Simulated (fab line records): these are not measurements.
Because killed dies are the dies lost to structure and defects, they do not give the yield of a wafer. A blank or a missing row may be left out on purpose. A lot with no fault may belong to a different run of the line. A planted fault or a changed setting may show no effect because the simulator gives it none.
One fault through the eyes of 2 desks || flow n5_finfet || only its own numbers are on each desk; what lay behind them is given at the end

METROLOGY DESK
Means of the sampled wafers that have a number, per lot and without regard to the tool the lot ran on: this is what the gauges read. A lot is out of limits, marked OUT, if its mean lies more than 4 standard deviations from the usual mean; the brackets give that distance. It has 11 readings; the 7 that lie furthest out on some lot are the ones shown.
Columns: A = DIBL_P at N5_BEOL_M4_RC_MEAS_101, usual 37.4 mV/V; B = IOFF_N at N5_BEOL_M4_RC_MEAS_101, usual 0.18 nA/um; C = IOFF_P at N5_BEOL_M4_RC_MEAS_101, usual 0.25 nA/um; D = ION_P at N5_BEOL_M4_RC_MEAS_101, usual 468 uA/um; E = SS_P at N5_BEOL_M4_RC_MEAS_101, usual 73.6 mV/dec; F = VT_N at N5_BEOL_M4_RC_MEAS_101, usual 248 mV; G = VT_P at N5_BEOL_M4_RC_MEAS_101, usual -248 mV
{"lot": "L752", "first seen here": "day 6 15:08", "A": 34.8, "B": 0.12, "C": 0.18, "D": 461, "E": 72.5, "F": 254, "G": -250}
{"lot": "L751", "first seen here": "day 6 15:34", "A": 36.5, "B": 0.18, "C": 0.25, "D": 470, "E": 73.6, "F": 248, "G": -247}
{"lot": "L760", "first seen here": "day 8 08:56", "A": 39.4, "B": 0.19, "C": 0.23, "D": 456, "E": 74.4, "F": 248, "G": -252}
{"lot": "L761", "first seen here": "day 8 14:38", "A": 40.0, "B": 0.20, "C": 0.32, "D": 474, "E": 73.8, "F": 247, "G": -243}
{"lot": "L762", "first seen here": "day 8 23:34", "A": 36.1, "B": 0.17, "C": 0.23, "D": 462, "E": 74.5, "F": 250, "G": -249}
{"lot": "L767", "first seen here": "day 10 03:50", "A": 38.3, "B": 0.18, "C": 0.22, "D": 462, "E": 73.6, "F": 245, "G": -250}
{"lot": "L769", "first seen here": "day 10 13:10", "A": 42.2, "B": 0.25, "C": 0.37, "D": 484, "E": 74.6, "F": 243, "G": -241}
Result from this desk: across the 7 lots, nothing is out of limits.

THE TOOL OWNER'S DESK: rie_diel-03
The tool's own readings at N5_BEOL_M0_SAQP_ETCH_107 (etches SiNx in CH3F/O2, target depth 30 nm): means of the sampled wafers that have a number, for each lot that ran on this tool. A lot is out of limits, marked OUT, if its mean lies more than 4 standard deviations from the usual mean; the brackets give that distance.
Columns: A = CH3F_flow_sccm at N5_BEOL_M0_SAQP_ETCH_107, usual 30.00 sccm; B = chamber_pressure_mTorr at N5_BEOL_M0_SAQP_ETCH_107, usual 30.000 mTorr; C = drypump_motor_current_A at N5_BEOL_M0_SAQP_ETCH_107, usual 5.7 A; D = oes_product_au at N5_BEOL_M0_SAQP_ETCH_107, usual 0.81 a.u.; E = rf_vpp_V at N5_BEOL_M0_SAQP_ETCH_107, usual 295 V; F = showerhead_plenum_p_Torr at N5_BEOL_M0_SAQP_ETCH_107, usual 1.97 Torr; G = throttle_valve_pct at N5_BEOL_M0_SAQP_ETCH_107, usual 16.31 %
{"lot": "L751", "first seen here": "day 6 16:20", "A": 29.99, "B": 30.002, "C": 5.5, "D": 0.79, "E": 297, "F": 1.99, "G": 16.52}
{"lot": "L760", "first seen here": "day 8 09:43", "A": 30.01, "B": 29.996, "C": 5.7, "D": 0.60, "E": 292, "F": 1.98, "G": 16.50}
{"lot": "L761", "first seen here": "day 8 15:24", "A": 29.98, "B": 29.982, "C": 5.6, "D": 0.71, "E": 292, "F": 1.98, "G": 16.52}
{"lot": "L762", "first seen here": "day 9 00:19", "A": 29.95, "B": 29.987, "C": 5.7, "D": 0.60, "E": 292, "F": 1.98, "G": 16.52}
Result from this desk: across the 4 lots, nothing is out of limits.

PUT TOGETHER
At the metrology desk, nothing out of limits was observed.
The tool owner's desk saw nothing out of limits.

WHAT THE SIMULATOR HAD PUT IN
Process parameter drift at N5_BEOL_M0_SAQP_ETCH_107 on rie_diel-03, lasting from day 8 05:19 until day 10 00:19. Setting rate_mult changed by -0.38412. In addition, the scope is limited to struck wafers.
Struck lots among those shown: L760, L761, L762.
